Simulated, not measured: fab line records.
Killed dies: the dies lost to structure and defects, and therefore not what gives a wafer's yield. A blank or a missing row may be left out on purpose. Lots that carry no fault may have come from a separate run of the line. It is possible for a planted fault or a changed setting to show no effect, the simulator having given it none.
Chamber matching / flow nandHarc / NHARC_A_STAIRCASE_ETCH_271 on rieDiel-07 has 4 sister chambers
The step etches the open film in CF4/CHF3. 16 wafers are shown with their chamber, then 8 later ones without.

WAFERS, EACH WITH ITS CHAMBER
wafer=L074.1; chamber=3; showerheadPlenumPTorr (Torr)=1.57; drypumpMotorCurrentA (A)=5.5; rfVppV (V)=369.4
wafer=L074.3; chamber=0; showerheadPlenumPTorr (Torr)=1.46; drypumpMotorCurrentA (A)=5.5; rfVppV (V)=367.7
wafer=L074.6; chamber=3; showerheadPlenumPTorr (Torr)=1.57; drypumpMotorCurrentA (A)=5.5; rfVppV (V)=369.8
wafer=L076.2; chamber=1; showerheadPlenumPTorr (Torr)=1.53; drypumpMotorCurrentA (A)=5.7; rfVppV (V)=370.2
wafer=L076.3; chamber=2; showerheadPlenumPTorr (Torr)=1.50; drypumpMotorCurrentA (A)=5.4; rfVppV (V)=367.8
wafer=L076.4; chamber=0; showerheadPlenumPTorr (Torr)=1.46; drypumpMotorCurrentA (A)=5.5; rfVppV (V)=366.0
wafer=L079.1; chamber=2; showerheadPlenumPTorr (Torr)=1.50; drypumpMotorCurrentA (A)=5.4; rfVppV (V)=368.0
wafer=L079.2; chamber=0; showerheadPlenumPTorr (Torr)=1.46; drypumpMotorCurrentA (A)=5.5; rfVppV (V)=366.2
wafer=L079.6; chamber=1; showerheadPlenumPTorr (Torr)=1.53; drypumpMotorCurrentA (A)=5.7; rfVppV (V)=368.9
wafer=L080.1; chamber=1; showerheadPlenumPTorr (Torr)=1.53; drypumpMotorCurrentA (A)=5.7; rfVppV (V)=369.9
wafer=L080.4; chamber=2; showerheadPlenumPTorr (Torr)=1.50; drypumpMotorCurrentA (A)=5.4; rfVppV (V)=369.1
wafer=L080.5; chamber=0; showerheadPlenumPTorr (Torr)=1.46; drypumpMotorCurrentA (A)=5.4; rfVppV (V)=366.1
wafer=L086.2; chamber=2; showerheadPlenumPTorr (Torr)=1.49; drypumpMotorCurrentA (A)=5.4; rfVppV (V)=368.1
wafer=L086.3; chamber=3; showerheadPlenumPTorr (Torr)=1.56; drypumpMotorCurrentA (A)=5.5; rfVppV (V)=371.0
wafer=L086.4; chamber=1; showerheadPlenumPTorr (Torr)=1.52; drypumpMotorCurrentA (A)=5.7; rfVppV (V)=370.1
wafer=L089.4; chamber=1; showerheadPlenumPTorr (Torr)=1.52; drypumpMotorCurrentA (A)=5.7; rfVppV (V)=368.8

SIGNATURES (means of the wafers above)
reading=showerheadPlenumPTorr; chamber 0=1.4600; chamber 1=1.5260; chamber 2=1.4975; chamber 3=1.5667; scatter within a chamber=0.00467
reading=drypumpMotorCurrentA; chamber 0=5.475; chamber 1=5.700; chamber 2=5.400; chamber 3=5.500; scatter within a chamber=0.025
reading=rfVppV; chamber 0=366.500; chamber 1=369.580; chamber 2=368.250; chamber 3=370.067; scatter within a chamber=0.717
Rule: distance of a wafer from a chamber = root of the sum over the readings of ((wafer's reading minus chamber's mean) / reading's scatter) squared. If the next closest chamber is less than 2 further off than the closest, the wafer can't be placed; otherwise it belongs to the closest. The scatter: take each reading less its chamber's mean, square it, sum over the shown wafers, divide by the number of wafers less the number of chambers, and take the root.

WAFERS WITHOUT THEIR CHAMBER
wafer=L089.5; showerheadPlenumPTorr (Torr)=1.70; drypumpMotorCurrentA (A)=5.5; rfVppV (V)=374.4
wafer=L089.6; showerheadPlenumPTorr (Torr)=1.56; drypumpMotorCurrentA (A)=5.4; rfVppV (V)=370.2
wafer=L094.2; showerheadPlenumPTorr (Torr)=1.56; drypumpMotorCurrentA (A)=5.5; rfVppV (V)=370.0
wafer=L094.3; showerheadPlenumPTorr (Torr)=1.49; drypumpMotorCurrentA (A)=5.4; rfVppV (V)=366.2
wafer=L094.5; showerheadPlenumPTorr (Torr)=1.49; drypumpMotorCurrentA (A)=5.4; rfVppV (V)=369.1
wafer=L097.3; showerheadPlenumPTorr (Torr)=1.69; drypumpMotorCurrentA (A)=5.4; rfVppV (V)=372.8
wafer=L097.5; showerheadPlenumPTorr (Torr)=1.69; drypumpMotorCurrentA (A)=5.4; rfVppV (V)=373.9
wafer=L097.6; showerheadPlenumPTorr (Torr)=1.52; drypumpMotorCurrentA (A)=5.7; rfVppV (V)=368.3

EACH ONE'S CHAMBER
wafer=L089.5; from the rows above=3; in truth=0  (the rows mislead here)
wafer=L089.6; from the rows above=3; in truth=3
wafer=L094.2; from the rows above=3; in truth=3
wafer=L094.3; from the rows above=2; in truth=2
wafer=L094.5; from the rows above=2; in truth=2
wafer=L097.3; from the rows above=3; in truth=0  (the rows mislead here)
wafer=L097.5; from the rows above=3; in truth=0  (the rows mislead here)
wafer=L097.6; from the rows above=1; in truth=1
5 of 8 placed correctly. Number that these rows cannot place: 0. Wrongly placed: 3.
